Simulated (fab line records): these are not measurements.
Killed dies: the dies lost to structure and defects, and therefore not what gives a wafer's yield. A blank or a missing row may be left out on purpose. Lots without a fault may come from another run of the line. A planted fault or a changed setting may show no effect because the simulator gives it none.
fab line records ; flow n5-finfet
[record] lots = 11; wafers = 30; last-day = 17
route steps=1938 shown DUMMY_GATE@247 SD_EPI_N@273
lots that met no fault: taken from a fault-free run of the same line
start-h: hours from the record's first day to the start of the lot's first wafer shown ; wait-h: hours elapsed since this lot's preceding step ; " the same as in the row above ; L1.1+2: one row covering several wafers at once ; - no value present, or no start provided ; * or withheld: withheld ; < > ~ a bound
route shown NAME@n: a module of which the file shows steps, and the number in the route of the first ; usual: average and standard deviation across the fault-free wafers ; same: alike in all rows ; chamber/n: place in a boat ; sites: readings site by site ; _std_site: how widely they spread, as a standard deviation ; _edge_site: inner sites' mean taken away from outer sites' mean ; radius-mm: how far each site lies from the wafer's centre ; mask NAME#n: copy n ; behind: tool/chamber where the wafer was last shaped ; hold: why the lot was held/for how many hours/how that ended ; device: which transistor (n, p or np) failed to switch ; end of line: at the end of the route, the tests of the same wafers ; where a step has no rows: the recipe by itself ; killed: at the first sort, the dies lost to defects and structure; wafer yield is something else ; map: shows each die of a wafer: x if killed, . if not, _ if none is there
set.NAME: the setting as run; set.NAME@STEP: as run at that earlier step ; model.NAME: the simulator's own value behind a step, which no gauge read
one table for each step of the route and one row for each wafer, over a sample of lots
services: when a tool's chamber went out of use (start-h, in hours from the record's first day, below 0 if earlier), for how many hours, and the reason
[[steps]]
[step N5_DUMMY_GATE_ETCH_23]
[recipe] chemistry = HBr/Cl2/O2; HBr_flow_sccm = 150; Cl2_flow_sccm = 80; O2_flow_sccm = 12; bias-w = 102; target-depth-a = 410; time-s = 22.3; target = poly-Si; mask-material = SiO2; pressure-mtorr = 10; icp-w = 800
[usual] chamber-pressure-mTorr = 10.000/0.0096; drypump-motor-current-A = 5.9/0.36; he-backside-leak-sccm = 2.9/0.36; oes-product-au = 0.998/0.014; throttle-valve-pct = 37.1/0.32
lot.wafer;tool;chamber;start-h;wait-h;chamber-pressure-mTorr;drypump-motor-current-A;he-backside-leak-sccm;oes-product-au;rf-hours-counter-h;throttle-valve-pct
L556.1;rie-si-06;2;54.77;0.0;10.004;5.6;2.5;0.993;37;36.9
L556.6;rie-si-06;3;54.77;0.0;9.984;5.5;3.6;0.984;-;37.0
L557.2;rie-si-05;0;57.96;0.0;9.991;6.4;2.8;1.037;169;36.4
L557.5;rie-si-05;3;57.96;0.0;10.003;5.7;2.9;1.025;-;37.0
L557.6;rie-si-05;0;57.96;0.0;9.990;6.4;2.8;1.042;-;36.4
L559.1;rie-si-05;3;70.69;0.0;10.003;5.6;2.9;1.025;44;37.0
L559.6;rie-si-05;0;70.69;0.0;10.010;6.4;2.7;1.032;-;36.4
L560.1;rie-si-06;2;78.84;0.0;10.003;5.6;2.5;0.998;37;36.9
L560.3;rie-si-06;3;78.84;0.0;10.019;5.5;3.6;0.999;166;37.0
L562.1;rie-si-05;3;91.76;0.0;9.986;5.6;2.8;1.010;45;36.9
L562.5;rie-si-05;2;91.76;0.0;9.997;6.2;2.9;0.988;-;37.8
L562.6;rie-si-05;3;91.76;0.0;9.995;5.7;2.9;1.013;-;36.9
L563.1;rie-si-06;0;104.40;0.0;9.995;6.0;3.1;1.006;81;36.9
L563.5;rie-si-06;2;104.40;0.0;10.007;5.6;2.5;1.003;-;36.9
L563.6;rie-si-06;3;104.40;0.0;9.998;5.6;3.6;0.988;-;37.0
L564.2;rie-si-06;0;105.90;0.0;9.990;5.9;3.0;1.008;81;36.9
L564.3;rie-si-06;2;105.90;0.0;10.004;5.6;2.7;1.005;38;36.9
L564.4;rie-si-06;1;105.90;0.0;10.003;6.3;3.1;0.981;143;37.2
L570.1;rie-si-03;3;138.66;0.0;10.004;5.3;2.8;0.982;4;37.4
L570.4;rie-si-03;0;138.66;0.0;9.991;5.5;2.7;1.000;-;37.4
L570.6;rie-si-03;1;138.66;0.0;9.992;6.4;2.5;1.001;-;37.0
L575.1;rie-si-06;0;166.48;0.0;9.999;5.9;2.9;0.997;82;36.9
L575.2;rie-si-06;3;166.48;0.0;9.984;5.5;3.6;0.999;167;37.0
L575.5;rie-si-06;0;166.48;0.0;9.998;5.9;3.1;1.007;-;36.9
L576.1;rie-si-03;3;177.52;0.0;10.013;5.3;3.0;1.000;5;37.5
L576.2;rie-si-03;0;177.52;0.0;10.014;5.6;2.9;1.016;168;37.4
L576.5;rie-si-03;3;177.52;0.0;10.008;5.3;2.7;0.983;-;37.4
L577.1;rie-si-03;3;179.29;0.0;9.991;5.3;2.8;0.985;5;37.4
L577.2;rie-si-03;2;179.29;0.0;10.000;5.7;2.5;0.996;3;37.3
L577.6;rie-si-03;1;179.29;0.0;10.001;6.4;2.5;1.002;-;37.0
[step N5_DUMMY_GATE_CD_MEAS_24]
[recipe] target-cd-nm = 15
[usual] cd-nm = 15.2/0.61
lot.wafer;tool;chamber;start-h;wait-h;cd-nm
L556.1;cd-sem-03;-;54.93;0.1;14.6
L556.6;cd-sem-03;-;54.93;0.1;14.9
L557.2;cd-sem-03;-;58.13;0.1;14.3
L557.5;cd-sem-03;-;58.13;0.1;14.7
L557.6;cd-sem-03;-;58.13;0.1;14.1
L559.1;cd-sem-01;-;70.86;0.1;15.1
L559.6;cd-sem-01;-;70.86;0.1;14.8
L560.1;cd-sem-02;-;79.01;0.1;15.2
L560.3;cd-sem-02;-;79.01;0.1;15.8
L562.1;cd-sem-01;-;91.93;0.1;15.6
L562.5;cd-sem-01;-;91.93;0.1;15.7
L562.6;cd-sem-01;-;91.93;0.1;14.8
L563.1;cd-sem-01;-;104.57;0.1;15.2
L563.5;cd-sem-01;-;104.57;0.1;14.7
L563.6;cd-sem-01;-;104.57;0.1;14.9
L564.2;cd-sem-01;-;106.07;0.1;15.2
L564.3;cd-sem-01;-;106.07;0.1;15.8
L564.4;cd-sem-01;-;106.07;0.1;15.4
L570.1;cd-sem-01;-;138.82;0.1;15.3
L570.4;cd-sem-01;-;138.82;0.1;15.5
L570.6;cd-sem-01;-;138.82;0.1;15.5
L575.1;cd-sem-02;-;166.65;0.1;15.6
L575.2;cd-sem-02;-;166.65;0.1;14.6
L575.5;cd-sem-02;-;166.65;0.1;16.1
L576.1;cd-sem-01;-;177.69;0.1;15.6
L576.2;cd-sem-01;-;177.69;0.1;15.6
L576.5;cd-sem-01;-;177.69;0.1;15.6
L577.1;cd-sem-01;-;179.46;0.1;16.3
L577.2;cd-sem-01;-;179.46;0.1;16.6
L577.6;cd-sem-01;-;179.46;0.1;16.3
[step N5_SD_EPI_N_DESCUM_14]
[recipe] chemistry = O2; time-s = 7.9; source-power-w = 50; bias-power-w = 20; pressure-mtorr = 20; rf-frequency-hz = 2.712e+07; temp-c = 40; resist = CAR-ArF-block; o2-flow-sccm = 225
[usual] chamber-pressure-mTorr = 20.000/0.019; drypump-motor-current-A = 5.9/0.5; o2-flow-sccm = 225.0/0.69; oes-product-au = 0.81/0.085; rf-vpp-V = 244.1/1.3; showerhead-plenum-p-Torr = 2.16/0.063; temp-c = 40.01/0.11; throttle-valve-pct = 20.4/0.33
lot.wafer;tool;chamber;start-h;wait-h;chamber-pressure-mTorr;drypump-motor-current-A;o2-flow-sccm;oes-product-au;rf-hours-counter-h;rf-vpp-V;showerhead-plenum-p-Torr;temp-c;throttle-valve-pct
L556.1;rie-diel-04;2;56.18;0.0;19.976;6.3;224.9;0.87;46;245.5;2.24;39.79;20.4
L556.6;rie-diel-04;0;56.18;0.0;20.000;5.0;224.6;0.95;-;241.2;2.09;40.03;20.9
L557.2;rie-diel-06;0;60.06;0.0;19.994;6.4;225.1;0.75;157;244.1;2.19;39.87;20.7
L557.5;rie-diel-06;1;60.06;0.0;20.008;6.5;226.3;0.95;-;245.3;2.22;40.25;20.1
L557.6;rie-diel-06;3;60.06;0.0;19.993;5.0;225.6;0.79;-;244.2;2.17;39.96;20.2
L559.1;rie-diel-05;2;72.43;0.0;19.999;5.4;225.3;0.89;42;241.7;2.03;39.87;20.0
L559.6;rie-diel-05;3;72.43;0.0;19.996;5.8;224.1;0.74;-;243.9;2.17;40.06;20.0
L560.1;rie-diel-04;0;80.29;0.0;20.009;4.9;223.2;0.92;18;243.1;2.09;40.11;20.9
L560.3;rie-diel-04;2;80.29;0.0;19.995;6.3;226.3;0.85;54;244.7;2.24;40.06;20.5
L562.1;rie-diel-06;3;93.36;0.0;20.006;5.0;224.7;0.77;150;244.9;2.16;39.80;20.2
L562.5;rie-diel-06;0;93.36;0.0;19.996;6.3;225.5;0.75;-;243.6;2.18;40.00;20.7
L562.6;rie-diel-06;1;93.36;0.0;20.006;6.5;226.0;0.92;-;245.8;2.21;40.04;20.2
L563.1;rie-diel-06;3;106.89;0.8;19.974;5.0;224.7;0.77;155;244.3;2.16;40.27;20.2
L563.5;rie-diel-06;2;106.89;0.8;19.994;5.9;225.7;0.70;-;243.2;2.05;40.15;20.3
L563.6;rie-diel-06;1;106.89;0.8;19.997;6.4;225.9;0.90;-;243.8;2.21;40.06;20.2
L564.2;rie-diel-04;3;107.95;0.6;20.005;6.3;225.0;0.86;53;244.1;2.15;40.16;20.2
L564.3;rie-diel-04;2;107.95;0.6;20.024;6.3;224.3;0.84;65;245.9;2.23;40.11;20.5
L564.4;rie-diel-04;0;107.95;0.6;20.012;5.0;225.1;0.90;27;241.8;2.08;40.00;20.9
L570.1;rie-diel-05;1;140.07;0.0;19.983;5.8;224.7;0.76;135;244.6;2.21;40.23;21.1
L570.4;rie-diel-05;3;140.07;0.0;19.956;5.9;225.3;0.72;-;246.0;2.16;39.92;20.0
L570.6;rie-diel-05;0;140.07;0.0;19.993;6.2;224.7;0.92;-;245.3;2.23;39.91;20.1
L575.1;rie-diel-04;0;171.80;0.9;19.981;5.0;225.4;0.86;48;242.3;2.08;40.05;20.9
L575.2;rie-diel-04;1;171.80;0.9;19.995;5.8;224.1;0.70;225;245.2;2.14;39.97;20.1
L575.5;rie-diel-04;2;171.80;0.9;20.022;6.3;225.9;0.83;-;245.9;2.23;40.10;20.5
L576.1;rie-diel-06;1;179.22;0.0;20.007;6.5;223.9;0.85;49;244.3;2.20;40.30;20.2
L576.2;rie-diel-06;2;179.22;0.0;20.013;5.9;225.7;1.00;1;243.0;2.04;39.98;20.0
L576.5;rie-diel-06;3;179.22;0.0;20.020;5.0;224.0;0.75;-;242.6;2.15;39.85;20.3
L577.1;rie-diel-04;1;180.94;0.0;19.987;5.8;224.7;0.69;229;244.7;2.13;40.03;20.1
L577.2;rie-diel-04;3;180.94;0.0;20.011;6.3;225.7;0.83;76;243.7;2.14;40.23;20.2
L577.6;rie-diel-04;0;180.94;0.0;19.999;5.0;225.0;0.87;-;243.0;2.07;40.08;20.9
[step N5_SD_EPI_N_ETCH_16]
[recipe] chemistry = CHF3/O2; target = SiO2; target-depth-a = 50; mask-material = SOC; pressure-mtorr = 30; source-w = 650; bias-w = 170; Ar_flow_sccm = 200; CHF3_flow_sccm = 50; O2_flow_sccm = 5; ion-energy-ev = 200
[usual] chamber-pressure-mTorr = 29.996/0.026; drypump-motor-current-A = 5.9/0.5; oes-product-au = 0.81/0.085; rf-vpp-V = 527/11; showerhead-plenum-p-Torr = 2.48/0.069; throttle-valve-pct = 18.83/0.28
lot.wafer;tool;chamber;start-h;wait-h;chamber-pressure-mTorr;drypump-motor-current-A;oes-product-au;rf-hours-counter-h;rf-vpp-V;showerhead-plenum-p-Torr;throttle-valve-pct
L556.1;rie-diel-04;2;56.80;0.1;29.977;6.3;0.85;46;524;2.56;18.88
L556.6;rie-diel-04;0;56.80;0.1;30.006;5.0;0.94;-;523;2.38;19.08
L557.2;rie-diel-06;0;60.68;0.1;30.020;6.3;0.76;157;555;2.52;19.13
L557.5;rie-diel-06;1;60.68;0.1;30.017;6.5;0.96;-;517;2.57;18.70
L557.6;rie-diel-06;3;60.68;0.1;29.968;5.0;0.78;-;529;2.50;18.71
L559.1;rie-diel-05;2;73.05;0.1;30.043;5.4;0.90;42;532;2.35;18.49
L559.6;rie-diel-05;3;73.05;0.1;30.035;5.8;0.73;-;523;2.48;18.47
L560.1;rie-diel-04;0;80.90;0.1;29.978;4.9;0.92;18;524;2.37;19.11
L560.3;rie-diel-04;2;80.90;0.1;29.995;6.3;0.85;55;523;2.55;18.89
L562.1;rie-diel-06;3;93.98;0.1;30.004;5.0;0.76;150;529;2.50;18.73
L562.5;rie-diel-06;0;93.98;0.1;30.016;6.4;0.75;-;554;2.51;19.15
L562.6;rie-diel-06;1;93.98;0.1;29.998;6.5;0.92;-;516;2.56;18.72
L563.1;rie-diel-06;3;107.51;0.1;30.046;5.0;0.76;155;529;2.50;18.73
L563.5;rie-diel-06;2;107.51;0.1;29.979;5.9;0.68;-;523;2.39;18.95
L563.6;rie-diel-06;1;107.51;0.1;30.029;6.5;0.90;-;514;2.56;18.74
L564.2;rie-diel-04;3;108.56;0.1;29.990;6.3;0.87;53;526;2.43;18.49
L564.3;rie-diel-04;2;108.56;0.1;30.005;6.3;0.84;65;523;2.55;18.91
L564.4;rie-diel-04;0;108.56;0.1;29.997;5.0;0.91;27;523;2.37;19.13
L570.1;rie-diel-05;1;140.69;0.1;30.026;5.8;0.98;135;528;2.53;19.47
L570.4;rie-diel-05;3;140.69;0.1;30.007;5.9;0.71;-;523;2.47;18.52
L570.6;rie-diel-05;0;140.69;0.1;30.001;6.2;1.14;-;519;2.54;18.49
L575.1;rie-diel-04;0;172.42;0.1;29.995;5.0;0.87;48;523;2.36;19.14
L575.2;rie-diel-04;1;172.42;0.1;30.028;5.8;0.68;226;521;2.48;18.75
L575.5;rie-diel-04;2;172.42;0.1;29.984;6.3;0.82;-;524;2.54;18.95
L576.1;rie-diel-06;1;179.84;0.1;29.990;6.5;0.87;49;517;2.55;18.78
L576.2;rie-diel-06;2;179.84;0.1;30.034;5.9;0.99;1;524;2.38;18.60
L576.5;rie-diel-06;3;179.84;0.1;30.036;5.0;0.75;-;528;2.49;18.78
L577.1;rie-diel-04;1;181.55;0.1;29.994;5.8;0.68;229;519;2.48;18.75
L577.2;rie-diel-04;3;181.55;0.1;30.004;6.2;0.83;76;524;2.43;18.52
L577.6;rie-diel-04;0;181.55;0.1;29.976;4.9;0.88;-;524;2.36;19.15
[[services]]
tool;chamber;start-h;hours;kind
rie-si-06;1;41.83;4.6;repair
rie-diel-05;-;47.62;0.7;repair
rie-diel-06;2;59.96;2.2;repair
rie-diel-04;1;65.80;6.9;repair
rie-diel-05;0;73.10;-;clean
rie-diel-05;0;73.10;-;consumable-replace:focus-ring
rie-diel-05;0;73.10;-;consumable-replace:showerhead
rie-diel-05;0;73.10;18.2;scheduled-down
rie-diel-05;0;73.10;18.2;vent-cycle
rie-si-05;0;91.17;9.4;repair
rie-diel-05;2;133.03;8.9;repair
rie-si-03;2;137.33;9.0;repair
rie-diel-04;-;137.93;0.3;repair
rie-diel-06;2;146.63;-;clean
rie-diel-06;2;146.63;18.4;scheduled-down
rie-diel-06;2;146.63;18.4;vent-cycle
rie-si-05;2;174.04;-;clean
rie-si-05;2;174.04;14.6;scheduled-down
rie-si-05;2;174.04;14.6;vent-cycle
rie-si-06;2;176.00;10.6;repair
rie-diel-06;-;176.36;0.6;repair
[[key]]
[first-sign] step = N5_SD_EPI_N_ETCH_16; reading = oes-product-au; direction = up; sigmas = 2.9; usual = 0.81; struck = 1.06
effect none on later readings
met-at N5_SD_EPI_N_ETCH_16
struck-lots L570
struck-wafers L570.1,L570.6
tester-left-out L570
not-acting-at N5_DUMMY_GATE_ETCH_23,N5_DUMMY_GATE_CD_MEAS_24,N5_SD_EPI_N_DESCUM_14
onset-between 73.05 140.69
[fault] kind = process-parameter-drift; tool = rie-diel-05; chamber = -; onset-h = 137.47; steps = N5_SD_EPI_N_ETCH_16; channel = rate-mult; offset = 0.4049; shape = step; end-h = 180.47; scope = struck-wafers-only
// tester-left-out: of these lots the tester's yield and bins aren't shown, on N5 and GAA mostly nor the transistor test; their killed dies are dies lost to structure and defects alone, not to doping, threshold or leakage, so they don't give the yield
